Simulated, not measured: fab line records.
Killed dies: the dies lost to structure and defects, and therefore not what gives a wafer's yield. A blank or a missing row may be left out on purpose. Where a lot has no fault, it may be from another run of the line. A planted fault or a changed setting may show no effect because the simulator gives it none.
Comparing a struck lot with a sound one | flow n5 finfet | 39 out of 1938 route steps
Sound: the wafers L363.3, L363.4, L363.6. Struck: wafer L352.6. (L352.1 of the same lot was not struck and is left out.) The cause comes at the end.
For every step that has rows: the tool of each side, followed by ch and its chambers, followed by its first start. Under that, the readings that differ: sound wafers | struck wafers | difference of the means | sigmas: that difference in standard deviations of wafers without a fault.
alike: readings with means less than 2 such deviations apart, plus words and numbers identical on both sides. not compared: withheld readings, readings lacking a value on some wafer, bounds such as >300 that could conceal the same value, and numbers that have no deviation in the record and whose values overlap.
A row with sigmas, a row that says differs or no value, or rows on one side alone: a step with any of these is where the two part. When numbers do not overlap yet have no deviation, they are printed without sigmas and do not part them. A reading that every wafer of one side lacks parts them only if that side has two wafers or more.

first, 10 steps without rows for these wafers: N5_DUMMY_REMOVAL_HM_STRIP_01 (strips SiNx in CH3F/O2, stops on poly-Si, target depth 4 nm, time 6.8 s); N5_DUMMY_REMOVAL_STRIP_10 (strips in N2/H2, time 40 s); N5_DUMMY_REMOVAL_PRECLEAN_07 (cleans in dHF, time 30 s); N5_DUMMY_REMOVAL_DUMMY_REMOVE_02 (chemistry TMAH, target poly-Si, stops on SiO2, target depth 142 nm, time 57 s, rinse time 30 s); N5_DUMMY_REMOVAL_PRECLEAN_08 (cleans in NF3:NH3, afs cycles 2, time 20 s, sublimation time 60 s); N5_DUMMY_REMOVAL_PRECLEAN_04 (cleans in DHF, time 37 s); N5_DUMMY_REMOVAL_SRD_05 (time 30 s); N5_HKMG_FIN_IL_REGROW_00 (material SiO2, chemistry O3, target thk 0.75 nm, time 30 s); N5_HKMG_FIN_HK_ALD_01 (deposits HfO2, target thk 1.6 nm, pulse time 3 s, purge time 3 s); N5_HKMG_FIN_HK_ANNEAL_02 (time 30 s).
N5_HKMG_FIN_ALD_74: deposits La2O3, target thk 0.5 nm, pulse time 6 s, co reactant pulse time 1 s.
  sound on ald hk-03 ch 0,1,2, day 8 13:59; struck on ald hk-03 ch 1, day 5 17:59
  alike: heater power w, precursor pulse height rel
then, 26 steps without rows for these wafers: N5_HKMG_FIN_ALD_75 (deposits Al2O3, target thk 1 nm, co reactant pulse time 1 s); N5_HKMG_FIN_COAT_41 (time 60 s, resist thk 300 nm); N5_HKMG_FIN_COAT_42 (time 60 s, resist thk 35 nm); N5_HKMG_FIN_COAT_43 (resist thk 90 nm); N5_HKMG_FIN_EBR_45; N5_HKMG_FIN_SOFTBAKE_44 (time 60 s); N5_HKMG_FIN_EXPOSE_46 (exposes mask NDIPOLE); N5_HKMG_FIN_PEB_47 (peb time 60 s); N5_HKMG_FIN_DEVELOP_48 (develop time 30 s); N5_HKMG_FIN_DESCUM_53 (chemistry O2, time 7.9 s); N5_HKMG_FIN_ETCH_54 (etches SiARC in CF4, target depth 45.5 nm, time 75.8 s); N5_HKMG_FIN_ETCH_55 (etches SOC in N2/H2, target depth 240 nm, time 300 s); N5_HKMG_FIN_STRIP_56 (strips in N2/H2); N5_HKMG_FIN_STRIP_57 (strips in CF4); N5_HKMG_FIN_ETCH_58 (etches SOC in N2/H2, target depth 215.8 nm, time 741 s); N5_HKMG_FIN_STRIP_93 (strips SOC in N2/H2, time 20 s); N5_HKMG_FIN_WET_ETCH_76 (etches Al2O3 in dNH4OH, stops on La2O3, target depth 2.25 nm, rinse time 30 s); N5_HKMG_FIN_STRIP_60 (strips in N2/H2, time 360 s); N5_HKMG_FIN_WET_ETCH_77 (etches La2O3 in dHCl, stops on HfO2, target depth 2 nm); N5_HKMG_FIN_WET_ETCH_78 (etches Al2O3 in dNH4OH, stops on La2O3, target depth 4.5 nm, rinse time 30 s); N5_HKMG_FIN_ALD_79 (deposits TiN, target thk 1.5 nm, pulse time 1 s, purge time 3 s); N5_HKMG_FIN_CVD_62 (deposits a-Si from Si2H6, target thk 3 nm, time 20.8 s); N5_HKMG_FIN_RTA_80 (time 2 s); N5_HKMG_FIN_PRECLEAN_64 (cleans in dHF, time 30 s); N5_HKMG_FIN_WET_ETCH_65 (etches a-Si in TMAH, stops on TiN, time 49 s, target depth 3 nm); N5_HKMG_FIN_WET_ETCH_81 (etches TiN in SC1, stops on HfO2, time 57 s, target depth 6 nm).
-- record jumps: 4 days separate the struck wafers' starts on either side; left off in module HKMG_FIN, taken up again in module BEOL_M4, whose first shown step is the route's number 1111 --
N5_BEOL_M4_RC_MEAS_101:
  sound on prober-02 ch 0, day 12 06:36; struck on prober-02 ch 0, day 9 06:01
  reading             | sound                      | struck   | difference | sigmas
  IOFF_P (nA/um)      | 0.20 0.24 0.21             | 0.85     | +0.63      | +17
  IOFF_P_85C (nA/um)  | 3.5 4.1 3.7                | 11.5     | +7.7       | +15
  IOFF_P_LIN (nA/um)  | 0.097 0.107 0.100          | 0.385    | +0.284     | +20
  IOFF_P_LONG (nA/um) | 0.000102 0.000112 0.000108 | 0.000315 | +0.000208  | +21
  ION_P (uA/um)       | 466 456 454                | 521      | +62        | +8
  VT_N_LVT (mV)       | 93 92 94                   | 132      | +39        | +12
  VT_P (mV)           | -251 -249 -249             | -214     | +36        | +11
  VT_P_LONG (mV)      | -275 -277 -276             | -239     | +37        | +12
  alike: DIBL_N, DIBL_P, IOFF_N, ION_N, SS_N, SS_P, VT_N
-- the record jumps here: 4 days lie between the struck wafers' starts before and after (it left off in module BEOL_M4 and takes up again in module PASSIVATION, whose first step shown is number 1936 of the route) --
N5_PASSIVATION_PROBE_49:
  the record has rows for the struck wafers here (prober-02, day 13 15:47) and none for the sound ones

WHERE THEY PART
At N5_BEOL_M4_RC_MEAS_101 first; at N5_PASSIVATION_PROBE_49 last (within this record only).

WHY: what had been put in by the simulator
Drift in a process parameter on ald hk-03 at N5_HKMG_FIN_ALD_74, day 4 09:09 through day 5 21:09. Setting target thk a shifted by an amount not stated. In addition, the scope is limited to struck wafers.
